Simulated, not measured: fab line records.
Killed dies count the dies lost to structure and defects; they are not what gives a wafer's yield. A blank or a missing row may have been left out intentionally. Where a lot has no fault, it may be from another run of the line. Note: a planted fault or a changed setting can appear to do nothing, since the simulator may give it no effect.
A lot that was struck, set against a sound lot ; flow nand_harc ; 14 steps out of a route of 1159
Sound: wafers L457.3, L457.4, L457.6. Struck: wafer L459.6 (L459.4, L459.5, from the same lot, were not struck and are left out); the cause is given at the end.
Each step with rows lists, per side, the tool, then ch with its chambers, then its first start. Under that, the readings that differ: sound wafers ; struck wafers ; difference of the means ; sigmas: that difference in standard deviations of wafers without a fault.
alike: a reading whose means differ by less than 2 such deviations, as well as words and numbers matching on both sides. not compared: withheld readings; readings where some wafer has no value; bounds like >300 that might hide an equal value; numbers whose values overlap and for which the record gives no deviation.
The two part at a step that has a row with sigmas, a row that says differs or no value, or rows on one side only. Numbers that don't overlap but have no deviation are shown without sigmas and don't part them. A reading missing from all wafers of one side parts the sides only when that side holds two or more wafers.

first, 7 steps without rows for these wafers: NHARC_A_SLIT_HMDS_02 (time 30 s); NHARC_A_SLIT_COAT_03 (resist thk 90 nm); NHARC_A_SLIT_SOFTBAKE_04 (time 55 s); NHARC_A_SLIT_EBR_05; NHARC_A_SLIT_EXPOSE_06 (exposes mask SLIT); NHARC_A_SLIT_PEB_07 (peb time 65 s); NHARC_A_SLIT_DEVELOP_08 (develop time 35 s).
NHARC_A_SLIT_CD_MEAS_09: target cd 300 nm.
  sound on cd_sem-01 ch 0, day 14 19:50; struck on cd_sem-02 ch 0, day 16 02:29
reading;sound;struck;difference;sigmas
cd_nm (nm);300.0 300.6 300.3;298.8;-1.5;-3
NHARC_A_SLIT_OVL_MEAS_10:
  struck on overlay-01, day 16 02:34; sound on overlay-01, day 14 19:55
  alike: overlay_x_nm, overlay_y_nm
NHARC_A_SLIT_INSPECT_11:
  struck on defect_inspect-02, day 16 02:36; sound on defect_inspect-02, day 14 19:57
  alike: raw_defect_count
NHARC_A_SLIT_DESCUM_14: chemistry O2, time 3 s.
  sound on rie_diel-06 ch 0,1, day 14 20:01; struck on rie_diel-06 ch 0, day 16 02:40
  alike: chamber_pressure_mTorr, drypump_motor_current_A, oes_product_au, rf_vpp_V, showerhead_plenum_p_Torr, throttle_valve_pct
  not compared: rf_hours_counter_h
NHARC_A_SLIT_ETCH_24: etches the open film in CF4/CHF3, target depth 121 nm, time 60.5 s.
  sound on rie_diel-06 ch 0,2,3, day 14 20:06; struck on rie_diel-06 ch 3, day 16 02:46
  alike: chamber_pressure_mTorr, chf3_flow_sccm, drypump_motor_current_A, oes_product_au, rf_vpp_V, run_length_s, showerhead_plenum_p_Torr, throttle_valve_pct
  not compared: rf_hours_counter_h
NHARC_A_SLIT_ETCH_15: etches the open film in O2/COS, target depth 3200 nm, time 832 s.
  sound on rie_diel-06 ch 0,1,2, day 14 20:18; struck on rie_diel-06 ch 0, day 16 02:53
reading;sound;struck;difference;sigmas
run_length_s (s);852.5 852.9 853.0;609.2;-243.6;-99 or more
model.A_SLIT.cd_offset_nm (nm);-0.7559 0.01075 -0.4739;-3.727;-3.321;
  alike: chamber_pressure_mTorr, drypump_motor_current_A, oes_product_au, rf_vpp_V, showerhead_plenum_p_Torr, throttle_valve_pct
  not compared: rf_hours_counter_h
NHARC_A_SLIT_ETCH_17: etches the open film in C4F8/O2/Ar, time 1687.5 s, target depth 10100 nm.
  sound on har_etch-02 ch 0,1, day 14 21:16; struck on har_etch-01 ch 0, day 16 04:11
reading;sound;struck;difference;sigmas
drypump_motor_current_A (A);5.8 6.0 6.0;6.7;+0.8;+2
showerhead_plenum_p_Torr (Torr);3.65 3.84 3.84;3.55;-0.23;-2
  alike: chamber_pressure_mTorr, he_backside_leak_sccm, run_length_s, throttle_valve_pct
  not compared: rf_hours_counter_h

WHERE THEY PART
Last at NHARC_A_SLIT_ETCH_17 as far as this record goes, first at NHARC_A_SLIT_CD_MEAS_09.

WHY: the cause the simulator had injected
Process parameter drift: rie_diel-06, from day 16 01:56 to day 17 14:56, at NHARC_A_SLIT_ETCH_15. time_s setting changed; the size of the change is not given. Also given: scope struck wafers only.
